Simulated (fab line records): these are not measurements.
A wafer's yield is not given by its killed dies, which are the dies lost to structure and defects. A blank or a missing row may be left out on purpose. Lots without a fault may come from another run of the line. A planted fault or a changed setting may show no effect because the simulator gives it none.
Which tool is to blame? :: flow n5 finfet :: 11 lots, 33 wafers sampled, at 2 steps of a route of 1938

WHAT THE GAUGES SHOWED, per wafer
N5_BEOL_M8_OCD_MEAS_38.
lot: L985
measured: day 9 09:23
on: ocd-02
trench depth nm (nm): 91.8 91.2 93.5

lot: L986
measured: day 9 11:53
on: ocd-01
trench depth nm (nm): 93.9 93.5 89.8

lot: L988
measured: day 9 22:43
on: ocd-02
trench depth nm (nm): 91.4 90.5 94.2

lot: L990
measured: day 10 06:45
on: ocd-01
trench depth nm (nm): 91.0 93.7 90.7

lot: L991
measured: day 10 15:35
on: ocd-01
trench depth nm (nm): 93.8 94.2 92.2

lot: L992
measured: day 11 01:12
on: ocd-01
trench depth nm (nm): 93.3 93.0 93.9

lot: L100
measured: day 13 06:02
on: ocd-02
trench depth nm (nm): 95.5 98.4 96.0

lot: L103
measured: day 14 02:19
on: ocd-01
trench depth nm (nm): 94.1 92.8 92.7

lot: L106
measured: day 15 12:58
on: ocd-01
trench depth nm (nm): 96.0 94.2 91.4

lot: L108
measured: day 16 06:56
on: ocd-01
trench depth nm (nm): 93.3 93.1 92.9

lot: L107
measured: day 16 23:04
on: ocd-02
trench depth nm (nm): 92.3 95.3 96.0

WHAT TOOL EACH LOT RAN ON (gives the tool, then ch and the chambers of the sampled wafers, and finally the start)
lot: L985
N5_BEOL_M8_TRENCH_ETCH_37: rie diel-01 ch 1,3, day 9 09:23 or earlier

lot: L986
N5_BEOL_M8_TRENCH_ETCH_37: rie diel-01 ch 0,1,2, day 9 11:53 or earlier

lot: L988
N5_BEOL_M8_TRENCH_ETCH_37: rie diel-06 ch 0,1,3, day 9 22:43 or earlier

lot: L990
N5_BEOL_M8_TRENCH_ETCH_37: rie diel-01 ch 0,2,3, day 10 06:45 or earlier

lot: L991
N5_BEOL_M8_TRENCH_ETCH_37: rie diel-06 ch 0,2,3, day 10 15:35 or earlier

lot: L992
N5_BEOL_M8_TRENCH_ETCH_37: rie diel-01 ch 0,1, day 11 01:12 or earlier

lot: L100
N5_BEOL_M8_TRENCH_ETCH_37: rie diel-06 ch 1,2, day 13 06:02 or earlier

lot: L103
N5_BEOL_M8_TRENCH_ETCH_37: rie diel-01 ch 0,1,2, day 14 02:19 or earlier

lot: L106
N5_BEOL_M8_TRENCH_ETCH_37: rie diel-06 ch 1,2,3, day 15 12:58 or earlier

lot: L108
N5_BEOL_M8_TRENCH_ETCH_37: rie diel-03 ch 0,1,2, day 16 06:56 or earlier

lot: L107
N5_BEOL_M8_TRENCH_ETCH_37: rie diel-06 ch 1,2,3, day 16 23:04 or earlier
- N5_BEOL_M8_TRENCH_ETCH_37: etches SiCOH lowk in C4F6/O2, target depth 93.478 nm, time 31.2 s.

AS READ BY THE TOOLS THEMSELVES (means over the sampled wafers that have a number; for cases with no such wafer, the mark the record gives instead)
N5_BEOL_M8_TRENCH_ETCH_37.
lot: L985
tool: rie diel-01
drypump motor current A (A): 5.50
oes_o_777_au (a.u.): 0.82
oes product au (a.u.): 0.82
rf vpp V (V): 666
showerhead plenum p Torr (Torr): 2.84
throttle valve pct (%): 20.79

lot: L986
tool: rie diel-01
drypump motor current A (A): 5.63
oes_o_777_au (a.u.): 0.77
oes product au (a.u.): 0.75
rf vpp V (V): 670
showerhead plenum p Torr (Torr): 2.95
throttle valve pct (%): 20.95

lot: L988
tool: rie diel-06
drypump motor current A (A): 5.56
oes_o_777_au (a.u.): 0.76
oes product au (a.u.): 0.74
rf vpp V (V): 644
showerhead plenum p Torr (Torr): 2.87
throttle valve pct (%): 21.16

lot: L990
tool: rie diel-01
drypump motor current A (A): 5.62
oes_o_777_au (a.u.): 0.78
oes product au (a.u.): 0.78
rf vpp V (V): 669
showerhead plenum p Torr (Torr): 2.90
throttle valve pct (%): 20.82

lot: L991
tool: rie diel-06
drypump motor current A (A): 5.52
oes_o_777_au (a.u.): 0.79
oes product au (a.u.): 0.77
rf vpp V (V): 653
showerhead plenum p Torr (Torr): 2.86
throttle valve pct (%): 21.04

lot: L992
tool: rie diel-01
drypump motor current A (A): 5.68
oes_o_777_au (a.u.): 0.82
oes product au (a.u.): 0.79
rf vpp V (V): 666
showerhead plenum p Torr (Torr): 2.96
throttle valve pct (%): 20.69

lot: L100
tool: rie diel-06
drypump motor current A (A): 5.56
oes_o_777_au (a.u.): 0.84
oes product au (a.u.): 0.86
rf vpp V (V): 666
showerhead plenum p Torr (Torr): 2.87
throttle valve pct (%): 20.98

lot: L103
tool: rie diel-01
drypump motor current A (A): 5.65
oes_o_777_au (a.u.): 0.81
oes product au (a.u.): 0.81
rf vpp V (V): 669
showerhead plenum p Torr (Torr): 2.93
throttle valve pct (%): 20.87

lot: L106
tool: rie diel-06
drypump motor current A (A): 5.41
oes_o_777_au (a.u.): 0.79
oes product au (a.u.): 0.78
rf vpp V (V): 652
showerhead plenum p Torr (Torr): 2.90
throttle valve pct (%): 21.18

lot: L108
tool: rie diel-03
drypump motor current A (A): 5.77
oes_o_777_au (a.u.): 0.82
oes product au (a.u.): 0.83
rf vpp V (V): 674
showerhead plenum p Torr (Torr): 2.84
throttle valve pct (%): 20.92

lot: L107
tool: rie diel-06
drypump motor current A (A): 5.42
oes_o_777_au (a.u.): 0.77
oes product au (a.u.): 0.78
rf vpp V (V): 652
showerhead plenum p Torr (Torr): 2.89
throttle valve pct (%): 21.21

THE ANSWER, worked out from the rows above alone
Rule: usual is defined by the lots themselves. The widest of any qualifying gaps counts: lots, ordered by their means at a reading, are off when they make up no more than a third of the lots, leave a main group of 4 or more, and stand apart from it by 3 or more times the standard deviation of that group's means. A main group is skipped when, at the precision printed for the reading in the tables above, its means are all equal. Also off: a lot with no number at a reading for which 4 or more lots have one. Any other lot the step has rows for is counted as sound. The gauges are gone through in route order, then the tools' own readings, and for those a lot's mean is taken as printed above. At the first step where some lot is off, the reading lying furthest off is the one used; lots without a number count as furthest.
Nothing can be told from this: no lot is off at any reading shown.

WHAT HAD BEEN PUT IN BY THE SIMULATOR
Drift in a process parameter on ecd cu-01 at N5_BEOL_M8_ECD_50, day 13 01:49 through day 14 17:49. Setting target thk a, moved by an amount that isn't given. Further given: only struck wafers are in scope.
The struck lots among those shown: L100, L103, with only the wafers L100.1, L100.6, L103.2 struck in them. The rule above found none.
